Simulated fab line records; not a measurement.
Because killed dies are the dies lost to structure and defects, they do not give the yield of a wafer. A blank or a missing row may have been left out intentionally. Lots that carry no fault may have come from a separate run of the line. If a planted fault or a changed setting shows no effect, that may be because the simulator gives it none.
Which tool did it?	flow n5_finfet	72 wafers from 24 lots sampled at 6 of the route's 1938 steps

WHAT THE GAUGES READ, wafer by wafer
N5_BEOL_M4_CD_MEAS_11 targets a cd of 16.79 nm. Usual: cd_nm 16.76 nm, standard deviation 0.25.
lot	measured	on	cd_nm (nm)	flag
L075	day 8 04:17	cd_sem-01	17.20 16.73 17.23	
L074	day 7 20:25	cd_sem-02	16.33 16.80 16.30	
L076	day 8 02:55	cd_sem-03	16.73 17.04 17.21	
L077	day 8 11:39	cd_sem-02	16.67 16.73 16.45	
L078	day 8 14:19	cd_sem-03	16.74 17.20 17.05	
L079	day 8 22:11	cd_sem-03	16.72 16.65 16.85	
L080	day 9 04:36	cd_sem-01	16.50 17.15 17.02	
L081	day 9 19:13	cd_sem-02	16.35 16.75 16.66	
L082	day 9 21:41	cd_sem-03	16.99 16.83 17.07	
L083	day 9 21:23	cd_sem-01	16.95 16.61 16.75	
L084	day 10 04:04	cd_sem-01	16.66 16.37 16.24	
L085	day 10 08:24	cd_sem-02	16.77 16.78 16.77	
L086	day 10 20:49	cd_sem-02	16.78 16.98 17.21	
L088	day 10 22:13	cd_sem-03	16.82 16.98 16.50	
L087	day 11 06:19	cd_sem-01	16.79 16.90 16.72	
L091	day 11 07:42	cd_sem-03	16.13 16.62 16.70	
L089	day 11 11:58	cd_sem-01	16.68 16.51 16.71	
L090	day 11 10:49	cd_sem-01	16.75 16.98 16.84	
L092	day 11 19:53	cd_sem-01	16.72 16.62 16.76	
L093	day 12 08:34	cd_sem-01	16.52 16.92 16.48	
L094	day 12 18:13	cd_sem-01	16.38 16.64 16.37	
L095	day 12 20:13	cd_sem-02	16.70 16.57 17.01	
L097	day 13 08:19	cd_sem-02	16.76 16.64 16.36	
L096	day 13 15:15	cd_sem-03	16.88 16.87 16.72	

N5_BEOL_M4_OVL_MEAS_12. Usual: M4_OVL -0.3 nm, standard deviation 0.57.
lot	measured	on	M4_OVL (nm)	flag
L075	day 8 04:20	overlay-01	0.7 0.2 0.3	
L074	day 7 20:28	overlay-02	0.3 -0.1 0.3	
L076	day 8 02:57	overlay-01	-0.5 0.0 -0.4	
L077	day 8 11:41	overlay-01	-0.4 -1.2 -0.4	
L078	day 8 14:21	overlay-02	-0.5 -0.5 -1.0	
L079	day 8 22:13	overlay-01	-0.4 -0.3 -0.6	
L080	day 9 04:38	overlay-01	-1.0 -1.1 -1.2	
L081	day 9 19:15	overlay-02	0.1 -0.6 0.6	
L082	day 9 21:43	overlay-02	-0.2 -0.3 -0.1	
L083	day 9 21:25	overlay-01	-0.5 0.9 0.2	
L084	day 10 04:06	overlay-02	0.0 0.0 -0.4	
L085	day 10 08:26	overlay-02	-0.4 0.1 -0.4	
L086	day 10 20:51	overlay-01	-0.7 -0.2 -0.2	
L088	day 10 22:15	overlay-02	-0.2 0.0 0.0	
L087	day 11 06:21	overlay-02	0.0 0.3 0.4	
L091	day 11 07:44	overlay-02	-1.1 -0.6 -0.9	
L089	day 11 12:00	overlay-01	-0.8 0.7 0.0	
L090	day 11 10:52	overlay-01	-1.4 -0.6 -0.9	
L092	day 11 19:55	overlay-02	-0.5 0.3 -0.4	
L093	day 12 08:36	overlay-01	-0.8 -0.9 -0.4	
L094	day 12 18:14	overlay-02	-0.2 0.7 0.3	
L095	day 12 20:14	overlay-01	-0.6 0.0 -0.8	
L097	day 13 08:21	overlay-01	0.1 0.9 -0.8	
L096	day 13 15:17	overlay-01	-1.1 -0.5 -1.0	

TOOL THAT RAN EACH LOT (tool first, then ch and the chambers of the sampled wafers, then the start)
lot	N5_BEOL_M3_DESCUM_16	N5_BEOL_M3_PRE_CLEAN_45	N5_BEOL_M3_SPUTTER_90	N5_BEOL_M3_CMP_52
L075	rie_diel-05 ch 1,2,3, day 7 06:29	pvd_sputter-03, day 7 21:13	pvd_sputter-03, day 8 01:19	cmp-02 ch 1,2,3, day 8 02:31
L074	rie_diel-05 ch 1,2,3, day 7 10:35	pvd_sputter-01, day 7 14:51	pvd_sputter-02, day 7 17:52	cmp-03 ch 0,2,3, day 7 19:05
L076	rie_diel-05 ch 0,1,3, day 7 14:14	pvd_sputter-01, day 7 21:08	pvd_sputter-03, day 7 23:28	cmp-03 ch 0,2, day 8 00:37
L077	rie_diel-05 ch 0,1,2, day 8 02:35	pvd_sputter-02, day 8 06:34	pvd_sputter-02, day 8 08:38	cmp-04 ch 0,1,3, day 8 09:47
L078	rie_diel-05 ch 0,3, day 8 03:00	pvd_sputter-02, day 8 07:23	pvd_sputter-02, day 8 10:29	cmp-03 ch 0,2,3, day 8 12:11
L079	rie_diel-04 ch 0,1,2, day 8 10:34	pvd_sputter-02, day 8 16:04	pvd_sputter-01, day 8 19:44	cmp-04 ch 2,3, day 8 20:57
L080	rie_diel-01 ch 1,2,3, day 8 16:07	pvd_sputter-03, day 8 22:17	pvd_sputter-02, day 9 00:57	cmp-03 ch 0,3, day 9 02:08
L081	rie_diel-05 ch 1,3, day 9 05:56	pvd_sputter-02, day 9 14:35	pvd_sputter-02, day 9 16:17	cmp-04 ch 2,3, day 9 17:26
L082	rie_diel-04 ch 0,1, day 9 06:10	pvd_sputter-02, day 9 14:52	pvd_sputter-02, day 9 18:07	cmp-03 ch 1,2,3, day 9 19:17
L083	rie_diel-05 ch 0,2,3, day 9 10:43	pvd_sputter-03, day 9 14:58	pvd_sputter-01, day 9 16:43	cmp-04 ch 0,2, day 9 17:55
L084	rie_diel-01 ch 1,2, day 9 14:52	pvd_sputter-03, day 9 21:52	pvd_sputter-02, day 9 23:55	cmp-03 ch 0,3, day 10 01:23
L085	rie_diel-04 ch 0,1,2, day 9 18:14	pvd_sputter-02, day 10 01:24	pvd_sputter-01, day 10 04:04	cmp-04 ch 0,2,3, day 10 05:13
L086	rie_diel-01 ch 1,2, day 10 11:38	pvd_sputter-01, day 10 14:38	pvd_sputter-01, day 10 16:32	cmp-04 ch 0,3, day 10 17:41
L088	rie_diel-01 ch 1,2,3, day 10 11:52	pvd_sputter-01, day 10 17:19	pvd_sputter-03, day 10 18:56	cmp-04 ch 1,2, day 10 20:07
L087	rie_diel-04 ch 0,2,3, day 10 11:59	pvd_sputter-03, day 10 22:22	pvd_sputter-03, day 11 02:14	cmp-04 ch 0,1, day 11 03:30
L091	rie_diel-05 ch 0,1,3, day 10 22:30	pvd_sputter-02, day 11 02:52	pvd_sputter-01, day 11 04:41	cmp-04 ch 0,2,3, day 11 05:56
L089	rie_diel-01 ch 1,2,3, day 10 22:44	pvd_sputter-01, day 11 07:32	pvd_sputter-03, day 11 09:31	cmp-02 ch 0,1,3, day 11 10:44
L090	rie_diel-04 ch 1,2, day 11 01:49	pvd_sputter-03, day 11 06:01	pvd_sputter-03, day 11 07:40	cmp-04 ch 0,2,3, day 11 08:52
L092	rie_diel-05 ch 0,2,3, day 11 08:37	pvd_sputter-02, day 11 15:41	pvd_sputter-02, day 11 17:22	cmp-04 ch 0,2,3, day 11 18:35
L093	rie_diel-04 ch 1,3, day 11 17:06	pvd_sputter-03, day 12 04:00	pvd_sputter-01, day 12 05:40	cmp-03 ch 2,3, day 12 06:49
L094	rie_diel-01 ch 0,1,3, day 11 19:03	pvd_sputter-01, day 12 11:36	pvd_sputter-01, day 12 13:42	cmp-02 ch 1,2,3, day 12 14:56
L095	rie_diel-05 ch 0,3, day 12 11:16	pvd_sputter-02, day 12 14:41	pvd_sputter-02, day 12 16:38	cmp-03 ch 0,2,3, day 12 17:47
L097	rie_diel-01 ch 2,3, day 12 22:21	pvd_sputter-03, day 13 00:28	pvd_sputter-03, day 13 03:55	cmp-03 ch 0,2,3, day 13 05:06
L096	rie_diel-04 ch 0,1,3, day 13 03:05	pvd_sputter-01, day 13 10:37	pvd_sputter-02, day 13 12:27	cmp-04 ch 1,2, day 13 13:38
- N5_BEOL_M3_DESCUM_16: chemistry O2, time 7 s.
- N5_BEOL_M3_PRE_CLEAN_45: time 30 s.
- N5_BEOL_M3_SPUTTER_90: material Cu, target thk 4.5 nm, time 8.29 s.
- N5_BEOL_M3_CMP_52: polishes, stops on SiOC, t overpolish 6.8 s, target thk 40 nm.

AS READ BY THE TOOLS THEMSELVES (means over the sampled wafers that have a number; for cases with no such wafer, the mark the record gives instead)
N5_BEOL_M3_DESCUM_16. Usual: bias_power_w 20.01 W (standard deviation 0.067); chamber_pressure_mTorr 20.000 mTorr (standard deviation 0.018); drypump_motor_current_A 5.8 A (standard deviation 0.41); oes_product_au 0.81 a.u. (standard deviation 0.07); rf_vpp_V 243.6 V (standard deviation 1.4); showerhead_plenum_p_Torr 2.11 Torr (standard deviation 0.074); throttle_valve_pct 20.40 % (standard deviation 0.18).
lot	tool	bias_power_w (W)	chamber_pressure_mTorr (mTorr)	drypump_motor_current_A (A)	oes_product_au (a.u.)	rf_vpp_V (V)	showerhead_plenum_p_Torr (Torr)	throttle_valve_pct (%)	flag
L075	rie_diel-05	20.05	19.998	5.9	0.78	243.9	2.09	20.49	
L074	rie_diel-05	19.97	20.007	5.9	0.77	244.3	2.09	20.48	
L076	rie_diel-05	20.01	20.012	6.1	0.84	244.0	2.11	20.43	
L077	rie_diel-05	20.05	20.011	5.8	0.85	243.8	2.10	20.53	
L078	rie_diel-05	20.02	20.005	6.1	0.80	243.7	2.15	20.37	
L079	rie_diel-04	19.89	20.018	5.5	0.85	244.6	2.18	20.27	
L080	rie_diel-01	20.03	19.999	5.8	0.81	242.3	2.06	20.30	
L081	rie_diel-05	20.02	19.996	6.2	0.73	242.9	2.10	20.42	
L082	rie_diel-04	19.97	20.007	5.6	0.83	244.7	2.17	20.42	
L083	rie_diel-05	20.04	20.001	5.8	0.81	243.7	2.13	20.48	
L084	rie_diel-01	20.02	20.005	5.5	0.81	242.3	2.03	20.42	
L085	rie_diel-04	20.05	20.007	5.5	0.84	244.7	2.17	20.29	
L086	rie_diel-01	20.04	19.992	5.5	0.80	242.1	2.03	20.44	
L088	rie_diel-01	20.04	20.012	5.8	0.79	243.0	2.05	20.34	
L087	rie_diel-04	19.98	19.989	5.5	0.86	244.7	2.18	20.26	
L091	rie_diel-05	19.99	19.998	6.1	0.80	242.0	2.10	20.48	
L089	rie_diel-01	20.06	19.990	5.8	0.80	242.2	2.05	20.35	
L090	rie_diel-04	20.00	19.987	5.7	0.87	245.9	2.22	20.20	
L092	rie_diel-05	19.99	19.984	5.8	0.79	244.2	2.13	20.50	
L093	rie_diel-04	19.98	19.994	5.7	0.88	245.3	2.23	20.42	
L094	rie_diel-01	20.07	20.023	6.1	0.76	243.4	2.08	20.30	
L095	rie_diel-05	20.03	19.994	6.0	0.83	243.6	2.14	20.45	
L097	rie_diel-01	20.01	20.006	5.4	0.76	242.4	2.04	20.55	
L096	rie_diel-04	19.96	20.006	5.5	0.80	244.2	2.17	20.43	

N5_BEOL_M3_PRE_CLEAN_45. Usual: heater_power_w 323 W, standard deviation 39.
lot	tool	heater_power_w (W)	flag
L075	pvd_sputter-03	294	
L074	pvd_sputter-01	319	
L076	pvd_sputter-01	328	
L077	pvd_sputter-02	343	
L078	pvd_sputter-02	295	
L079	pvd_sputter-02	340	
L080	pvd_sputter-03	273	
L081	pvd_sputter-02	304	
L082	pvd_sputter-02	310	
L083	pvd_sputter-03	348	
L084	pvd_sputter-03	302	
L085	pvd_sputter-02	309	
L086	pvd_sputter-01	333	
L088	pvd_sputter-01	333	
L087	pvd_sputter-03	278	
L091	pvd_sputter-02	308	
L089	pvd_sputter-01	325	
L090	pvd_sputter-03	338	
L092	pvd_sputter-02	362	
L093	pvd_sputter-03	297	
L094	pvd_sputter-01	323	
L095	pvd_sputter-02	347	
L097	pvd_sputter-03	340	
L096	pvd_sputter-01	322	

N5_BEOL_M3_SPUTTER_90. Usual: throttle_valve_pct 30.1 %, standard deviation 0.62.
lot	tool	throttle_valve_pct (%)	flag
L075	pvd_sputter-03	30.3	
L074	pvd_sputter-02	29.8	
L076	pvd_sputter-03	30.0	
L077	pvd_sputter-02	30.4	
L078	pvd_sputter-02	30.4	
L079	pvd_sputter-01	30.1	
L080	pvd_sputter-02	30.1	
L081	pvd_sputter-02	29.9	
L082	pvd_sputter-02	30.4	
L083	pvd_sputter-01	29.8	
L084	pvd_sputter-02	30.7	
L085	pvd_sputter-01	30.4	
L086	pvd_sputter-01	30.2	
L088	pvd_sputter-03	29.9	
L087	pvd_sputter-03	29.5	
L091	pvd_sputter-01	30.1	
L089	pvd_sputter-03	29.8	
L090	pvd_sputter-03	29.3	
L092	pvd_sputter-02	30.3	
L093	pvd_sputter-01	30.3	
L094	pvd_sputter-01	30.0	
L095	pvd_sputter-02	30.1	
L097	pvd_sputter-03	29.4	
L096	pvd_sputter-02	29.6	

N5_BEOL_M3_CMP_52. Usual: barrier_field_endpoint_s 24.6 s, standard deviation 0.64; motor_current_A 6.0 A, standard deviation 0.69; overpolish_run_s 6.798 s, standard deviation 0.0091; slurry_flow_ml_min 150.0, standard deviation 0.45; time_to_endpoint_s 62 s, standard deviation 3.5.
lot	tool	barrier_field_endpoint_s (s)	motor_current_A (A)	overpolish_run_s (s)	slurry_flow_ml_min	time_to_endpoint_s (s)	flag
L075	cmp-02	25.2	6.0	6.787	149.8	67	
L074	cmp-03	23.9	6.7	6.798	149.9	60	
L076	cmp-03	24.0	6.3	6.806	150.6	59	
L077	cmp-04	24.2	5.2	6.790	150.1	58	
L078	cmp-03	24.1	6.6	6.787	150.1	63	
L079	cmp-04	24.4	5.1	6.792	150.6	60	
L080	cmp-03	24.5	6.7	6.802	150.1	60	
L081	cmp-04	25.2	5.4	6.809	149.9	65	
L082	cmp-03	24.4	6.8	6.800	150.1	65	
L083	cmp-04	24.5	5.8	6.800	149.8	62	
L084	cmp-03	25.3	6.3	6.795	150.0	63	
L085	cmp-04	24.7	5.2	6.799	149.7	62	
L086	cmp-04	24.6	4.9	6.802	150.3	60	
L088	cmp-04	23.8	5.8	6.796	150.3	57	
L087	cmp-04	24.1	5.7	6.803	149.4	57	
L091	cmp-04	23.7	5.4	6.804	149.7	59	
L089	cmp-02	25.0	5.8	6.791	150.2	66	
L090	cmp-04	24.6	5.4	6.801	150.2	58	
L092	cmp-04	24.3	5.4	6.802	149.9	60	
L093	cmp-03	24.2	6.7	6.802	150.4	62	
L094	cmp-02	25.5	5.9	6.799	149.8	66	
L095	cmp-03	25.0	6.5	6.793	150.2	61	
L097	cmp-03	24.4	6.5	6.810	150.3	60	
L096	cmp-04	24.6	6.1	6.794	149.8	65	

THE ANSWER, worked out from the rows above alone
Rule: take the mean of a lot's wafers that have a number; if it is more than 3 standard deviations from the usual mean, the lot is off. A lot without any number at a reading at which 4 lots or more have one is off too. All remaining lots with rows at the step are treated as sound. Order of review: gauges by route order, followed by the tools' own readings, for which a lot's mean as printed above is used. The first step at which some lot is off is used, and at that step the reading that is off furthest; a lot without a number counts as furthest.
Nothing can be told from this: no lot is off at any reading shown.

WHAT THE SIMULATOR PUT IN
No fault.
